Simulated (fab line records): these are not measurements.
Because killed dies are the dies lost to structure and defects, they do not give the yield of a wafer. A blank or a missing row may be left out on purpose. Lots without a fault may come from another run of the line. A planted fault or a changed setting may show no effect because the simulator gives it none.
Comparing a struck lot with a sound one + flow nand-harc + 40 out of 1302 route steps
Sound: the wafers L994.3, L994.5, L994.6. Struck: wafer L105.2 (L105.1, L105.4, from the same lot, were not struck and are left out); the cause is given at the end.
Each step with rows lists, per side, the tool, then ch with its chambers, then its first start. Under that, the readings that differ: sound wafers + struck wafers + difference of the means + sigmas: that difference in standard deviations of wafers without a fault.
alike: a reading whose means differ by less than 2 such deviations, as well as words and numbers matching on both sides. not compared: withheld readings; readings where some wafer has no value; bounds like >300 that might hide an equal value; numbers whose values overlap and for which the record gives no deviation.
The two part at a step that has a row with sigmas, a row that says differs or no value, or rows on one side only. Numbers that have no deviation but don't overlap get no sigmas and don't part them. A reading missing from all wafers of one side parts the sides only when that side holds two or more wafers.

first, 2 steps without rows for these wafers: NHARC_A_STAIRCASE_DESCUM_291 (chemistry O2, time 3 s); NHARC_A_STAIRCASE_ETCH_292 (etches the open film in CF4/CHF3).
NHARC_A_STAIRCASE_HM_OPEN_460: chemistry O2/COS.
  sound: rie-diel-13 ch 0,1,3; struck: rie-diel-11 ch 3
  alike: drypump-motor-current-A, oes-product-au, rf-vpp-V, showerhead-plenum-p-Torr, throttle-valve-pct
  not compared: rf-hours-counter-h
then, 2 steps without rows for these wafers: NHARC_A_STAIRCASE_STRIP_461 (strips in O2/COS); NHARC_A_STAIRCASE_ETCH_452 (etches the open film in CF4/O2, target depth 30 nm, overetch 3 nm, time 16.5 s).
NHARC_A_STAIRCASE_ETCH_294: etches the open film in C4F8/O2/Ar, target depth 4989 nm, time 1211.6 s.
  sound: rie-diel-13 ch 1,2; struck: rie-diel-11 ch 3
  alike: oes-product-au, rf-vpp-V
  not compared: rf-hours-counter-h
then, 5 steps without rows for these wafers: NHARC_A_STAIRCASE_STRIP_295 (strips in O2); NHARC_A_STAIRCASE_STRIP_296 (strips in SPM, time 900 s); NHARC_A_STAIRCASE_PRECLEAN_297 (cleans in SC1); NHARC_A_STAIRCASE_SRD_298; NHARC_A_STAIRCASE_HM_DEP_462 (deposits aC, target thk 800 nm).
NHARC_A_STAIRCASE_DEP_301: deposits SiON, target thk 30 nm.
  sound on pecvd-04 ch 0,1,2, day 18 02:40; struck on pecvd-04 ch 2, day 21 18:09
  alike: chamber-pressure-Torr, heater-power-outer-w, heater-power-w
then, 10 steps without rows for these wafers: NHARC_A_STAIRCASE_DEHYDRATE_302 (time 120 s); NHARC_A_STAIRCASE_HMDS_303 (time 30 s); NHARC_A_STAIRCASE_COAT_304; NHARC_A_STAIRCASE_SOFTBAKE_305 (time 170 s); NHARC_A_STAIRCASE_EBR_306; NHARC_A_STAIRCASE_EXPOSE_307 (exposes mask CHOP 50); NHARC_A_STAIRCASE_PEB_308 (peb time 130 s); NHARC_A_STAIRCASE_DEVELOP_309 (time 140 s); NHARC_A_STAIRCASE_HARDBAKE_311 (time 140 s); NHARC_A_STAIRCASE_DESCUM_312 (chemistry O2, time 3 s).
NHARC_A_STAIRCASE_ETCH_313: etches the open film in CF4/CHF3.
  sound on rie-diel-13 ch 1,2,3, day 18 03:43; struck on rie-diel-13 ch 2, day 21 19:14
| reading               | sound             | struck | difference | sigmas |
|-----------------------|-------------------|--------|------------|--------|
| oes-product-au (a.u.) | 0.910 0.919 0.925 | 0.964  | +0.046     | +2     |
  alike: chf3-flow-sccm, drypump-motor-current-A, rf-vpp-V, showerhead-plenum-p-Torr, throttle-valve-pct
  not compared: rf-hours-counter-h
then, 2 steps without rows for these wafers: NHARC_A_STAIRCASE_HM_OPEN_463 (chemistry O2/COS); NHARC_A_STAIRCASE_STRIP_464 (strips in O2/COS).
NHARC_A_STAIRCASE_ETCH_453: etches the open film in CF4/O2, target depth 30 nm, overetch 3 nm, time 16.5 s.
  sound: rie-diel-13 ch 2,3; struck: rie-diel-13 ch 1
| reading                         | sound             | struck | difference | sigmas |
|---------------------------------|-------------------|--------|------------|--------|
| drypump-motor-current-A (A)     | 6.4 6.4 5.6       | 5.1    | -1.0       | -2     |
| rf-vpp-V (V)                    | 195.6 195.4 198.8 | 200.3  | +3.7       | +2     |
| showerhead-plenum-p-Torr (Torr) | 1.24 1.24 1.38    | 1.43   | +0.14      | +2     |
  alike: oes_o_777_au, oes-product-au, throttle-valve-pct
  not compared: rf-hours-counter-h
then, 8 steps without rows for these wafers: NHARC_A_STAIRCASE_ETCH_315 (etches the open film in C4F8/O2/Ar, target depth 2500 nm, time 607.1 s); NHARC_A_STAIRCASE_STRIP_316 (strips in O2); NHARC_A_STAIRCASE_STRIP_317 (strips in SPM, time 900 s); NHARC_A_STAIRCASE_PRECLEAN_318 (cleans in SC1); NHARC_A_STAIRCASE_SRD_329; NHARC_A_STAIRCASE_ALD_415 (deposits SiO2, target thk 30 nm, pulse time 6 s, ald cycles 300); NHARC_A_STAIRCASE_ETCHBACK_416 (etches the open film in C4F8/O2/Ar, target depth 36 nm, time 7.2 s); NHARC_A_STAIRCASE_STRIP_476 (strips in O2, time 20 s).
NHARC_A_STAIRCASE_DEP_417: deposits Si3N4, target thk 60 nm.
  sound on pecvd-04 ch 0,1,2, day 18 07:47; struck on pecvd-04 ch 0, day 21 23:55
  alike: heater-power-outer-w, heater-power-w
then, 4 steps without rows for these wafers: NHARC_A_STAIRCASE_WET_418 (chemistry H3PO4, target depth 20 nm); NHARC_A_STAIRCASE_PRECLEAN_419 (cleans in SC1); NHARC_A_STAIRCASE_SRD_421; NHARC_A_STAIRCASE_ALD_420 (deposits SiO2, target thk 20 nm, pulse time 6 s, ald cycles 200).
-- jump in the record: it breaks off in module A_STAIRCASE and resumes in module END (first step shown: number 1302 of the route), and 7 days separate the struck wafers' starts before and after --
NHARC_END_SORT_01:
  only the struck wafers appear in the record here, on prober-01 ch 0 at day 29 06:19; the sound ones have no rows

## WHERE THEY PART
Last at NHARC_END_SORT_01 as far as this record goes, first at NHARC_A_STAIRCASE_ETCH_313.

WHY: what the simulator had put in
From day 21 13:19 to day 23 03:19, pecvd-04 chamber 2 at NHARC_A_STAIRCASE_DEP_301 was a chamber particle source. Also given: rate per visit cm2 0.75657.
